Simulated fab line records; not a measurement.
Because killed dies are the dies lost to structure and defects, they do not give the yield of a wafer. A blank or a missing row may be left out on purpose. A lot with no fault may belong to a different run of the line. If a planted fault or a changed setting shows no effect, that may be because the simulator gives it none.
Split-lot trial + flow n5_finfet + on a route of 1938 steps: 7 lots, 39 wafers read

== SPLIT DETAILS ==
At N5_MIM_BOT_SPUTTER_00 (material TiN, target thk 35 nm, time 89.7 s), the setting time_s was moved away from the recipe's 89.7 s on 6 of the 39 wafers read, by -54.0% to -44.6%. All remaining wafers had this setting at the recipe value.

The reading is taken at the split's own step.

== THE READING ==
TiN_of_MIM_BOT_SPUTTER_00.thk_nm (the simulator's own value, which no gauge read), in nm, at N5_MIM_BOT_SPUTTER_00 (material TiN, target thk 35 nm, time 89.7 s). There is no usual value for it anywhere in the file. The 33 wafers here that ran the recipe average 35.1 nm, standard deviation 0.39 nm.

| wafer  | tool, chamber at the split | time_s as run, s | against the recipe | TiN_of_MIM_BOT_SPUTTER_00.thk_nm, nm | against lot-mates on the recipe |
|--------|----------------------------|------------------|--------------------|--------------------------------------|---------------------------------|
| L074.1 | pvd_sputter-01, -          | 89.7             | recipe             | 35.2                                 | -                               |
| L074.2 | pvd_sputter-01, -          | 49.67            | -44.6%             | 19.4                                 | -15.9                           |
| L074.3 | pvd_sputter-01, -          | 89.7             | recipe             | 35.6                                 | -                               |
| L074.4 | pvd_sputter-01, -          | 89.7             | recipe             | 35                                   | -                               |
| L074.5 | pvd_sputter-01, -          | 49.67            | -44.6%             | 19.8                                 | -15.5                           |
| L074.6 | pvd_sputter-01, -          | 49.67            | -44.6%             | 19.6                                 | -15.7                           |
| L080.1 | pvd_sputter-01, -          | 41.22            | -54.0%             | 16.2                                 | -18.6                           |
| L080.4 | pvd_sputter-01, -          | 41.22            | -54.0%             | 16.2                                 | -18.6                           |
| L080.2 | pvd_sputter-01, -          | 89.7             | recipe             | 35                                   | -                               |
| L080.3 | pvd_sputter-01, -          | 89.7             | recipe             | 34.6                                 | -                               |
| L080.5 | pvd_sputter-01, -          | 89.7             | recipe             | 34.8                                 | -                               |
| L080.6 | pvd_sputter-01, -          | 41.22            | -54.0%             | 16                                   | -18.8                           |
| L085.1 | pvd_sputter-01, -          | 89.7             | recipe             | 34.8                                 | -                               |
| L085.2 | pvd_sputter-01, -          | 89.7             | recipe             | 35.2                                 | -                               |
| L085.3 | pvd_sputter-01, -          | 89.7             | recipe             | 35.4                                 | -                               |
| L088.1 | pvd_sputter-01, -          | 89.7             | recipe             | 35                                   | -                               |
| L088.2 | pvd_sputter-01, -          | 89.7             | recipe             | 35.6                                 | -                               |
| L088.6 | pvd_sputter-01, -          | 89.7             | recipe             | 35.6                                 | -                               |
| L088.3 | pvd_sputter-01, -          | 89.7             | recipe             | 35.2                                 | -                               |
| L088.5 | pvd_sputter-01, -          | 89.7             | recipe             | 35.2                                 | -                               |
| L088.4 | pvd_sputter-01, -          | 89.7             | recipe             | 35.4                                 | -                               |
| L087.1 | pvd_sputter-03, -          | 89.7             | recipe             | 35.2                                 | -                               |
| L087.3 | pvd_sputter-03, -          | 89.7             | recipe             | 35.2                                 | -                               |
| L087.4 | pvd_sputter-03, -          | 89.7             | recipe             | 35.2                                 | -                               |
| L087.2 | pvd_sputter-03, -          | 89.7             | recipe             | 34.8                                 | -                               |
| L087.5 | pvd_sputter-03, -          | 89.7             | recipe             | 34.8                                 | -                               |
| L087.6 | pvd_sputter-03, -          | 89.7             | recipe             | 35                                   | -                               |
| L089.1 | pvd_sputter-03, -          | 89.7             | recipe             | 35.8                                 | -                               |
| L089.2 | pvd_sputter-03, -          | 89.7             | recipe             | 35.6                                 | -                               |
| L089.5 | pvd_sputter-03, -          | 89.7             | recipe             | 35.6                                 | -                               |
| L089.3 | pvd_sputter-03, -          | 89.7             | recipe             | 35.4                                 | -                               |
| L089.4 | pvd_sputter-03, -          | 89.7             | recipe             | 35.4                                 | -                               |
| L089.6 | pvd_sputter-03, -          | 89.7             | recipe             | 35.4                                 | -                               |
| L093.1 | pvd_sputter-02, -          | 89.7             | recipe             | 34.6                                 | -                               |
| L093.3 | pvd_sputter-02, -          | 89.7             | recipe             | 34.6                                 | -                               |
| L093.6 | pvd_sputter-02, -          | 89.7             | recipe             | 34.6                                 | -                               |
| L093.2 | pvd_sputter-02, -          | 89.7             | recipe             | 34.2                                 | -                               |
| L093.4 | pvd_sputter-02, -          | 89.7             | recipe             | 34.8                                 | -                               |
| L093.5 | pvd_sputter-02, -          | 89.7             | recipe             | 34.4                                 | -                               |

FIT RESULTS
A straight line over all 39 wafers: TiN_of_MIM_BOT_SPUTTER_00.thk_nm changes by +0.349 nm for each +1% of time_s; r = +1.00; the points scatter about the line by 0.37 nm.
The same after taking each lot's own level away (the mean of its wafers on the recipe; 39 wafers): +0.348 nm for each +1%; r = +1.00; scatter 0.2 nm.
On that fit, the largest move of time_s shifts the reading by 19 nm.
Measured against the standard deviation above, the lots' own levels, which go from 34.53 to 35.53 nm, span 2.6 times it.
The two slopes are in agreement: the lot-to-lot level therefore moves the slope only a little.
Check: for one of the wafers moved furthest among these (-54.0%), held out of the fit, the line's prediction against its lot-mates is -18.8 nm. Against them it came out at -18.6 nm.

== THESE WAFERS: OTHER SPLITS ==
Note: prior to the reading, these wafers also went through further splits. Each is held against what the fit with the lots' levels taken away leaves over:
| other split on the same wafers    | wafers away from the commonest value | r with TiN_of_MIM_BOT_SPUTTER_00.thk_nm (lot level and that fit taken away) |
|-----------------------------------|--------------------------------------|-----------------------------------------------------------------------------|
| N5_BEOL_M11_TRENCH_ETCH_37 time_s | 18                                   | +0.16                                                                       |
| N5_BEOL_M13_ETCH_59 time_s        | 12                                   | +0.05                                                                       |

== FILE'S OWN FIT ==
TiN_of_MIM_BOT_SPUTTER_00.thk_nm changes by +0.348 nm for each +1% of time_s, r = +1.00.
